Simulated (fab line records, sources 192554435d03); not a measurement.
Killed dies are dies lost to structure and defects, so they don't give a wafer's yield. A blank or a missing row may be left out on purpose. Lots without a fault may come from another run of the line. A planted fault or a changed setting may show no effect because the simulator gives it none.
One fault seen from 2 desks | flow n5_finfet | each desk has only its own numbers; what lay behind them comes last

THE METROLOGY DESK
What the gauges read, lot by lot, whatever tool the lot ran on: means of the sampled wafers that have a number. A lot is out of limits, marked OUT, if its mean lies more than 4 standard deviations from the usual mean; the brackets give that distance. Of its 10 readings 7 are shown: those that lie furthest out on some lot.
Columns: A = DIBL_N at N5_BEOL_M4_RC_MEAS_101, usual 35.9 mV/V; B = DIBL_P at N5_BEOL_M4_RC_MEAS_101, usual 35.9 mV/V; C = IOFF_N at N5_BEOL_M4_RC_MEAS_101, usual 0.155 nA/um; D = IOFF_P at N5_BEOL_M4_RC_MEAS_101, usual 0.201 nA/um; E = ION_N at N5_BEOL_M4_RC_MEAS_101, usual 672 uA/um; F = ION_P at N5_BEOL_M4_RC_MEAS_101, usual 460 uA/um; G = VT_N at N5_BEOL_M4_RC_MEAS_101, usual 250.0 mV
lot  | first seen here | A    | B    | C     | D     | E   | F   | G
L527 | day 8 04:57     | 34.8 | 34.0 | 0.132 | 0.193 | 659 | 457 | 254.1
L528 | day 8 14:56     | 35.6 | 34.9 | 0.151 | 0.215 | 677 | 469 | 250.6
L532 | day 9 10:04     | 35.1 | 36.5 | 0.146 | 0.176 | 670 | 456 | 251.1
L534 | day 10 08:11    | 37.5 | 37.8 | 0.186 | 0.202 | 678 | 457 | 247.0
L537 | day 11 08:32    | 33.8 | 36.3 | 0.149 | 0.208 | 671 | 465 | 249.4
L546 | day 12 22:28    | 38.4 | 39.1 | 0.198 | 0.247 | 684 | 465 | 245.2
L547 | day 13 16:23    | 36.2 | 38.3 | 0.208 | 0.246 | 681 | 465 | 243.9
L548 | day 13 18:04    | 36.0 | 35.3 | 0.148 | 0.183 | 672 | 455 | 250.5
This desk's finding: nothing out of limits on any of the 8 lots.

THE TOOL OWNER'S DESK: rie_diel-01
The tool's own readings at N5_BEOL_M3_ETCHBACK_99 (etches SiO2 in CHF3, target depth 5 nm, time 10.4 s): means of the sampled wafers that have a number, for each lot that ran on this tool. A lot is out of limits, marked OUT, if its mean lies more than 4 standard deviations from the usual mean; the brackets give that distance.
Columns: A = drypump_motor_current_A at N5_BEOL_M3_ETCHBACK_99, usual 5.9 A; B = oes_f_703_au at N5_BEOL_M3_ETCHBACK_99, usual 0.81 a.u.; C = oes_product_au at N5_BEOL_M3_ETCHBACK_99, usual 0.81 a.u.; D = rf_fwd_power_W at N5_BEOL_M3_ETCHBACK_99, usual 212.5 W; E = rf_vpp_V at N5_BEOL_M3_ETCHBACK_99, usual 240.3 V; F = showerhead_plenum_p_Torr at N5_BEOL_M3_ETCHBACK_99, usual 2.17 Torr; G = throttle_valve_pct at N5_BEOL_M3_ETCHBACK_99, usual 17.03 %
lot  | first seen here | A   | B    | C    | D     | E     | F    | G
L534 | day 9 12:27     | 6.2 | 0.88 | 0.89 | 213.1 | 240.1 | 2.16 | 16.89
L537 | day 10 13:37    | 6.1 | 0.92 | 0.91 | 213.2 | 238.1 | 2.22 | 16.84
L546 | day 12 06:44    | 5.6 | 0.84 | 1.09 | 212.2 | 241.0 | 2.18 | 16.94
L547 | day 13 00:45    | 6.3 | 0.90 | 1.15 | 213.0 | 238.8 | 2.16 | 16.98
L548 | day 13 01:31    | 6.1 | 0.88 | 1.14 | 212.4 | 238.1 | 2.22 | 16.90
This desk's finding: nothing out of limits on any of the 5 lots.

PUT TOGETHER
The metrology desk saw nothing out of limits.
The tool owner's desk saw nothing out of limits.

WHAT THE SIMULATOR HAD PUT IN
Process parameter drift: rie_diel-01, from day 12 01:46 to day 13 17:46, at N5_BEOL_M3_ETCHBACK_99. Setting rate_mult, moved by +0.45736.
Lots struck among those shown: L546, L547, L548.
